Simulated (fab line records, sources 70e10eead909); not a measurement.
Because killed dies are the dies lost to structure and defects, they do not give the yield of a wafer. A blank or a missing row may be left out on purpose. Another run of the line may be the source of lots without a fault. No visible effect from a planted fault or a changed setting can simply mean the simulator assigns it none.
Which tool was responsible?	flow nand_harc	33 wafers from 11 lots sampled at 6 of the route's 1159 steps

== WHAT THE GAUGES SHOWED, per wafer ==
NHARC_HYBRID_BOND_OVL_MEAS_05. Usual: overlay_x_nm -1 nm, standard deviation 30; overlay_y_nm 2 nm, standard deviation 34.
lot	measured	on	overlay_x_nm (nm)	overlay_y_nm (nm)	flag
L930	day 19 04:59	overlay-01	-20 39 29	45 19 -16	
L929	day 19 05:00	overlay-01	-4 39 40	54 -67 19	
L933	day 19 17:32	overlay-01	-52 -39 38	1 -16 -23	
L938	day 20 20:53	overlay-01	5 -47 16	-45 19 -6	
L934	day 20 20:53	overlay-02	-9 -5 23	27 -1 3	
L940	day 21 03:56	overlay-01	-26 -5 5	6 25 -78	
L942	day 21 20:13	overlay-02	-30 32 35	-57 -36 -8	
L941	day 22 01:51	overlay-02	24 44 30	37 22 8	
L946	day 22 17:53	overlay-02	4 31 -23	-55 73 4	
L950	day 23 14:47	overlay-01	48 13 -22	-2 -8 10	
L949	day 24 00:31	overlay-01	5 -50 10	1 28 -32	

NHARC_THIN_TSV_THK_MEAS_02: measures by ir. Usual: thk_nm reads 2996 nm (standard deviation 230).
lot	measured	on	thk_nm (nm)	flag
L930	day 19 09:34	film_metro-01	2793 3237 3314	
L929	day 19 11:58	film_metro-02	3015 3144 3188	
L933	day 19 19:14	film_metro-02	2769 2593 2815	
L938	day 20 23:47	film_metro-01	3383 3183 3279	
L934	day 20 22:36	film_metro-02	2871 3137 2944	
L940	day 21 08:13	film_metro-01	3096 3276 2710	
L942	day 21 21:53	film_metro-01	3045 3035 2745	
L941	day 22 03:34	film_metro-01	3115 3492 3139	
L946	day 22 21:58	film_metro-01	2475 2811 2774	
L950	day 23 16:29	film_metro-01	3206 3460 3175	
L949	day 24 03:26	film_metro-02	2972 2738 2884	

NHARC_THIN_TSV_CD_MEAS_12 targets a cd of 1000 nm. Usual: cd_nm reads 1000.5 nm (standard deviation 1.8).
lot	measured	on	cd_nm (nm)	flag
L930	day 19 10:38	cd_sem-02	999.6 1000.5 1000.2	
L929	day 19 12:53	cd_sem-02	998.1 1002.2 1001.5	
L933	day 19 20:17	cd_sem-03	999.1 1002.5 1003.8	
L938	day 21 00:44	cd_sem-01	1001.4 1000.8 1003.3	
L934	day 20 23:39	cd_sem-02	1003.7 1001.6 1005.3	
L940	day 21 09:09	cd_sem-02	997.3 1000.4 999.6	
L942	day 21 22:56	cd_sem-03	1005.5 1007.2 1007.4	OFF
L941	day 22 04:29	cd_sem-02	1009.1 1008.7 1008.2	OFF
L946	day 22 23:01	cd_sem-01	1002.1 994.3 998.6	
L950	day 23 17:25	cd_sem-03	1000.9 999.2 998.7	
L949	day 24 04:29	cd_sem-02	1001.8 1001.7 998.6	

NHARC_THIN_TSV_CD_MEAS_37. Usual: cd_nm reads 4999.3 nm (standard deviation 2.6).
lot	measured	on	cd_nm (nm)	flag
L930	day 19 18:22	cd_sem-03	4995.8 4997.9 4999.3	
L929	day 19 20:32	cd_sem-02	5001.2 5000.2 5003.6	
L933	day 20 04:34	cd_sem-02	5000.0 5000.7 5003.5	
L938	day 21 07:59	cd_sem-01	4998.7 5001.6 5000.4	
L934	day 21 07:01	cd_sem-02	5003.5 4998.9 5003.4	
L940	day 21 16:34	cd_sem-01	4996.4 5000.4 5000.0	
L942	day 22 06:23	cd_sem-03	5000.9 5006.6 5004.6	
L941	day 22 11:49	cd_sem-02	5009.5 5005.5 5010.1	OFF
L946	day 23 06:16	cd_sem-02	4999.7 4992.7 4997.3	
L950	day 24 00:38	cd_sem-02	5000.8 4998.9 4998.8	
L949	day 24 12:16	cd_sem-03	4998.8 4999.1 4996.6	

== WHAT TOOL EACH LOT RAN ON (gives the tool, then ch and the chambers of the sampled wafers, and finally the start) ==
lot	NHARC_HYBRID_BOND_ACTIVATE_00	NHARC_THIN_TSV_EXPOSE_09
L930	rie_diel-01 ch 1,3, day 18 18:24	krf_scanner-04 ch 0, day 19 10:29
L929	rie_diel-06 ch 0,1,3, day 18 19:50	krf_scanner-01 ch 0, day 19 12:44
L933	rie_diel-01 ch 0,2, day 19 07:23	krf_scanner-02 ch 0, day 19 20:08
L938	rie_diel-01 ch 0,1, day 20 09:55	krf_scanner-02 ch 0, day 21 00:34
L934	rie_diel-06 ch 0,1, day 20 14:52	krf_scanner-02 ch 0, day 20 23:29
L940	rie_diel-01 ch 0,3, day 20 18:52	krf_scanner-04 ch 0, day 21 08:59
L942	rie_diel-01 ch 1,2, day 21 09:06	krf_scanner-04 ch 0, day 21 22:47
L941	rie_diel-08 ch 0,3, day 21 15:46	krf_scanner-04 ch 0, day 22 04:20
L946	rie_diel-01 ch 0,1,2, day 22 09:32	krf_scanner-02 ch 0, day 22 22:52
L950	rie_diel-01 ch 0,3, day 23 05:00	krf_scanner-01 ch 0, day 23 17:15
L949	rie_diel-06 ch 0,1,2, day 23 13:38	krf_scanner-02 ch 0, day 24 04:20
- NHARC_HYBRID_BOND_ACTIVATE_00: chemistry N2, time 60 s.
- NHARC_THIN_TSV_EXPOSE_09: exposes mask TSV.

== AS READ BY THE TOOLS THEMSELVES (means over the sampled wafers that have a number; for cases with no such wafer, the mark the record gives instead) ==
NHARC_HYBRID_BOND_ACTIVATE_00. Usual: drypump_motor_current_A 5.8 A, standard deviation 0.55; mfc_ar_sccm 0.006 sccm, standard deviation 0.011; oes_product_au 1.004 a.u., standard deviation 0.0096; rf_vpp_V 64.0 V, standard deviation 0.83; showerhead_plenum_p_Torr 1.72 Torr, standard deviation 0.058.
lot	tool	drypump_motor_current_A (A)	mfc_ar_sccm (sccm)	oes_product_au (a.u.)	rf_vpp_V (V)	showerhead_plenum_p_Torr (Torr)	flag
L930	rie_diel-01	6.1	0.016	1.009	63.3	1.70	
L929	rie_diel-06	5.8	0.009	0.998	64.6	1.79	
L933	rie_diel-01	5.1	0.001	1.010	64.2	1.69	
L938	rie_diel-01	6.2	0.000	1.003	64.1	1.71	
L934	rie_diel-06	5.7	0.009	0.997	64.4	1.78	
L940	rie_diel-01	5.7	0.016	1.013	62.9	1.67	
L942	rie_diel-01	5.6	0.001	1.008	64.6	1.72	
L941	rie_diel-08	5.6	0.006	1.005	63.2	1.69	
L946	rie_diel-01	5.7	0.000	1.011	64.8	1.70	
L950	rie_diel-01	5.5	0.008	1.016	63.9	1.66	
L949	rie_diel-06	5.7	0.009	1.004	63.7	1.76	

NHARC_THIN_TSV_EXPOSE_09. Usual: exposure_dose_mJ_cm2 30.70, standard deviation 0.032; stage_vel_mm_s 500.01 mm/s, standard deviation 0.24.
lot	tool	exposure_dose_mJ_cm2	stage_vel_mm_s (mm/s)	flag
L930	krf_scanner-04	30.72	499.95	
L929	krf_scanner-01	30.70	499.99	
L933	krf_scanner-02	30.74	500.39	
L938	krf_scanner-02	30.71	499.87	
L934	krf_scanner-02	30.68	499.98	
L940	krf_scanner-04	30.74	499.90	
L942	krf_scanner-04	39.82	499.82	OFF
L941	krf_scanner-04	39.81	499.70	OFF
L946	krf_scanner-02	30.70	500.52	
L950	krf_scanner-01	30.71	499.70	
L949	krf_scanner-02	30.69	499.81	

== THE ANSWER, worked out from the rows above alone ==
Rule: take the mean of a lot's wafers that have a number; if it is more than 3 standard deviations from the usual mean, the lot is off. A lot without any number at a reading at which 4 lots or more have one is off too. All remaining lots with rows at the step are treated as sound. After the gauges, taken in route order, come the tools' own readings; for these a lot's mean is taken, as printed above. At the first step where some lot is off, the reading lying furthest off is the one used; lots without a number count as furthest.
Off at NHARC_THIN_TSV_CD_MEAS_12 (cd_nm): L942, L941.
If a tool, at a process step before that reading, ran all the lots that are off and no sound lot after the first of them, it fits. Not tried: the gauges at NHARC_THIN_TSV_CD_MEAS_12; whatever is off there is also off at NHARC_THIN_TSV_EXPOSE_09, on other tools, and gauge error can't account for it. One fits: NHARC_THIN_TSV_EXPOSE_09 on krf_scanner-04. A fault onset in the window from L940 (day 21 08:59, its last sound lot) to L942 (day 21 22:47, its first lot off) fits.
The tool's own readings at NHARC_THIN_TSV_EXPOSE_09 bear it out: on the lots that are off they differ by more than 5 times the standard deviation of the sound lots' means. exposure_dose_mJ_cm2 reads 39.81 there against 30.71 on the sound lots.

== WHAT THE SIMULATOR PUT IN ==
Drift in process parameters on krf_scanner-04 at NHARC_THIN_TSV_EXPOSE_09, starting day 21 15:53. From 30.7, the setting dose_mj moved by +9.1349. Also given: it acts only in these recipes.
Struck lots among those shown: L942, L941. This agrees with what the rule above found.
